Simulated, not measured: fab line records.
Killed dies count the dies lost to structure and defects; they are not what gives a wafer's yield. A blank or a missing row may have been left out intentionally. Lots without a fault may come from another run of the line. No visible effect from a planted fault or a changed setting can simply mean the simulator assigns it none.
Split-lot experiment | flow n5Finfet | 21 wafers read from 7 lots, route of 1938 steps

## SPLIT DETAILS
At N5_FIN_SAQP_ETCH_65 (etches SiO2 in CF4, target depth 4 nm, time 4.4 s), the setting timeS was moved away from the recipe's 4.4 s on 6 of the 21 wafers read, by -15.6% to +20.0%. This setting was run at the recipe's value on the other wafers.

The reading is taken at the split's own step.

## THE READING
etch.depthNm (the simulator's own value, which no gauge read), in nm, at N5_FIN_SAQP_ETCH_65 (etches SiO2 in CF4, target depth 4 nm, time 4.4 s). The file does not state a usual value for it. Across the 15 wafers here that went through the recipe, the average is 4.006 nm and the standard deviation 0.081 nm.

wafer  | tool, chamber at the split | timeS as run, s | against the recipe | etch.depthNm, nm | against lot-mates on the recipe
L075.1 | rieSi-05, 3                | 4.923           | +11.9%             | 4.367            | +0.500
L075.2 | rieSi-05, 1                | 4.923           | +11.9%             | 4.441            | +0.574
L075.4 | rieSi-05, 2                | 4.4             | recipe             | 3.867            | -
L081.2 | rieSi-03, 2                | 4.4             | recipe             | 4.064            | -
L081.4 | rieSi-03, 0                | 4.4             | recipe             | 3.92             | -
L081.6 | rieSi-03, 3                | 4.4             | recipe             | 4.024            | -
L084.1 | rieSi-03, 3                | 4.4             | recipe             | 4.012            | -
L084.5 | rieSi-03, 3                | 4.4             | recipe             | 4.064            | -
L084.6 | rieSi-03, 0                | 4.4             | recipe             | 3.926            | -
L086.1 | rieSi-02, 3                | 4.4             | recipe             | 3.955            | -
L086.4 | rieSi-02, 2                | 4.4             | recipe             | 4.055            | -
L086.5 | rieSi-02, 1                | 3.713           | -15.6%             | 3.405            | -0.600
L090.1 | rieSi-05, 2                | 4.4             | recipe             | 3.866            | -
L090.2 | rieSi-05, 1                | 4.955           | +12.6%             | 4.493            | +0.514
L090.4 | rieSi-05, 0                | 4.4             | recipe             | 4.091            | -
L095.1 | rieSi-03, 2                | 5.279           | +20.0%             | 4.929            | +0.866
L095.2 | rieSi-03, 0                | 4.4             | recipe             | 4.001            | -
L095.3 | rieSi-03, 1                | 4.4             | recipe             | 4.125            | -
L096.1 | rieSi-03, 0                | 4.4             | recipe             | 4.013            | -
L096.2 | rieSi-03, 2                | 4.913           | +11.7%             | 4.551            | +0.489
L096.6 | rieSi-03, 1                | 4.4             | recipe             | 4.111            | -

FIT RESULTS
A straight line over all 21 wafers: etch.depthNm changes by +0.0408 nm for each +1% of timeS; r = +0.96; the points scatter about the line by 0.084 nm.
The same after taking each lot's own level away (the mean of its wafers on the recipe; 21 wafers): +0.042 nm for each +1%; r = +0.98; scatter 0.062 nm.
On that fit, the largest move of timeS shifts the reading by 0.84 nm.
Measured against the standard deviation above, the lots' own levels, which go from 3.8670 to 4.0630 nm, span 2.4 times it.
The two slopes are in agreement: the lot-to-lot level therefore moves the slope only a little.
Check: for one of the wafers moved furthest among these (+20.0%), held out of the fit, the line's prediction against its lot-mates is +0.836 nm. It came out at +0.866 nm against them.

## OTHER SPLITS ON THESE WAFERS
Note: prior to the reading, these wafers also went through further splits. Each is held against what the fit with the lots' levels taken away leaves over:
other split on the same wafers | wafers away from the commonest value | r with etch.depthNm (lot level and that fit taken away)
N5_ZERO_LAYER_PECVD_02 timeS   | 8                                    | -0.01
N5_ZERO_LAYER_COAT_05 spinRpm  | 7                                    | +0.32
N5_FIN_SAQP_PECVD_06 timeS     | 6                                    | +0.38
N5_FIN_SAQP_EXPOSE_13 doseMj   | 9                                    | -0.03

## FILE'S OWN FIT
etch.depthNm changes by +0.0419 nm for each +1% of timeS, r = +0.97.
